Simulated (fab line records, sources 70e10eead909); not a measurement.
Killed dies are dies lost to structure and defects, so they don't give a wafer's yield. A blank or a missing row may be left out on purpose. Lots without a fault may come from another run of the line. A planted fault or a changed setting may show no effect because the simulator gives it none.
Which tool did it? | flow nand_harc | 7 lots, 21 wafers sampled, at 3 steps of a route of 1159

WHAT THE GAUGES READ, wafer by wafer
NHARC_P_STI_CD_MEAS_09: target cd 200 nm.
lot  | measured    | on        | cd_nm (nm)
L241 | day 3 02:01 | cd_sem-03 | 199 203 206
L243 | day 3 11:04 | cd_sem-01 | 200 198 202
L247 | day 4 12:46 | cd_sem-01 | 199 201 202
L249 | day 4 22:44 | cd_sem-01 | 197 197 202
L261 | day 8 01:20 | cd_sem-03 | 196 200 197

WHICH TOOL RAN EACH LOT (tool, then ch and the chambers of the sampled wafers, then the start)
lot  | NHARC_P_ZERO_WELL_DESCUM_26       | NHARC_P_ZERO_WELL_IMPLANT_57
L241 | rie_diel-05 ch 1,2, day 2 02:46   | implanter-01 ch 0, day 2 03:07
L243 | rie_diel-10 ch 0,2,3, day 2 14:49 | implanter-01 ch 0, day 2 15:11
L247 | rie_diel-11 ch 0,2,3, day 3 14:54 | implanter-02 ch 0, day 3 15:14
L249 | rie_diel-10 ch 0,1,2, day 4 02:49 | implanter-02 ch 0, day 4 03:10
L256 | rie_diel-10 ch 1,2,3, day 5 20:40 | implanter-01, day 5 21:01
L258 | rie_diel-05 ch 0,1,3, day 6 08:30 | implanter-02, day 6 08:49
L261 | rie_diel-10 ch 2,3, day 7 02:41   | implanter-02 ch 0, day 7 03:02
- NHARC_P_ZERO_WELL_DESCUM_26: chemistry O2, time 3 s.
- NHARC_P_ZERO_WELL_IMPLANT_57

THE ANSWER, worked out from the rows above alone
Rule: what is usual is taken from the lots themselves. Put in order of their means at a reading, lots are off if they are a third of the lots or fewer, leave a main group of 4 or more, and stand apart from it by a gap of 3 or more times the standard deviation of the main group's means; of several such gaps the widest counts. A main group whose means are all the same, to the digits that the tables above print for the reading, isn't used. A lot without any number at a reading at which 4 lots or more have one is off too. The other lots that the step has rows for count as sound.
No lot is off at any reading shown: from this, nothing can be told.

WHAT THE SIMULATOR HAD PUT IN
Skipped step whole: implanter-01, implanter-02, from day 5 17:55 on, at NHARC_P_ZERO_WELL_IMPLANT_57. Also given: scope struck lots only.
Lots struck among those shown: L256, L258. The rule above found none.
